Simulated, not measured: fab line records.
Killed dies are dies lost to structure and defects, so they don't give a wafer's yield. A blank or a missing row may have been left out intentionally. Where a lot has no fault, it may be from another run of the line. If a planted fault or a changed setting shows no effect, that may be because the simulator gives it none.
Chamber matching / flow n5 finfet / 4 sister chambers for N5_STI_FIN_REVEAL_STRIP_24 on rie diel-01
The step strips in N2/H2, time 90 s. 8 wafers are shown with their chamber, then 8 later ones without.

## WAFERS WITH THEIR CHAMBER
wafer=L081.1; chamber=1; drypump motor current A (A)=5.4; showerhead plenum p Torr (Torr)=3.33
wafer=L083.3; chamber=2; drypump motor current A (A)=5.6; showerhead plenum p Torr (Torr)=3.30
wafer=L083.5; chamber=3; drypump motor current A (A)=6.1; showerhead plenum p Torr (Torr)=3.36
wafer=L083.6; chamber=0; drypump motor current A (A)=5.2; showerhead plenum p Torr (Torr)=3.57
wafer=L085.2; chamber=0; drypump motor current A (A)=5.2; showerhead plenum p Torr (Torr)=3.57
wafer=L085.4; chamber=2; drypump motor current A (A)=5.6; showerhead plenum p Torr (Torr)=3.30
wafer=L085.6; chamber=3; drypump motor current A (A)=6.2; showerhead plenum p Torr (Torr)=3.36
wafer=L090.2; chamber=1; drypump motor current A (A)=5.4; showerhead plenum p Torr (Torr)=3.32

## WAFERS WITH NO CHAMBER GIVEN
wafer=L090.3; drypump motor current A (A)=5.2; showerhead plenum p Torr (Torr)=3.56
wafer=L090.5; drypump motor current A (A)=5.6; showerhead plenum p Torr (Torr)=3.29
wafer=L091.3; drypump motor current A (A)=5.2; showerhead plenum p Torr (Torr)=3.56
wafer=L091.4; drypump motor current A (A)=6.1; showerhead plenum p Torr (Torr)=3.35
wafer=L091.6; drypump motor current A (A)=5.4; showerhead plenum p Torr (Torr)=3.32
wafer=L094.2; drypump motor current A (A)=6.2; showerhead plenum p Torr (Torr)=3.35
wafer=L094.4; drypump motor current A (A)=5.2; showerhead plenum p Torr (Torr)=3.56
wafer=L094.5; drypump motor current A (A)=5.4; showerhead plenum p Torr (Torr)=3.32

## EACH ONE'S CHAMBER
wafer=L090.3; from the rows above=0; in truth=0
wafer=L090.5; from the rows above=2; in truth=2
wafer=L091.3; from the rows above=0; in truth=0
wafer=L091.4; from the rows above=3; in truth=3
wafer=L091.6; from the rows above=1; in truth=1
wafer=L094.2; from the rows above=3; in truth=3
wafer=L094.4; from the rows above=0; in truth=0
wafer=L094.5; from the rows above=1; in truth=1
Placed correctly: 8 of 8. Not placeable from these rows: 0. Wrongly placed: 0.
How it was worked out, from the rows above alone: a wafer's distance from a chamber is the root of the sum, over the readings, of the square of ((its reading less the chamber's mean) divided by the reading's scatter). If the next closest chamber is less than 2 further off than the closest, the wafer can't be placed; otherwise it belongs to the closest. The mean given for a chamber averages the wafers shown for that chamber. How the scatter is found: for the shown wafers, subtract from each reading the mean of its chamber, square and add these, divide the total by (wafers less chambers), then take the root.
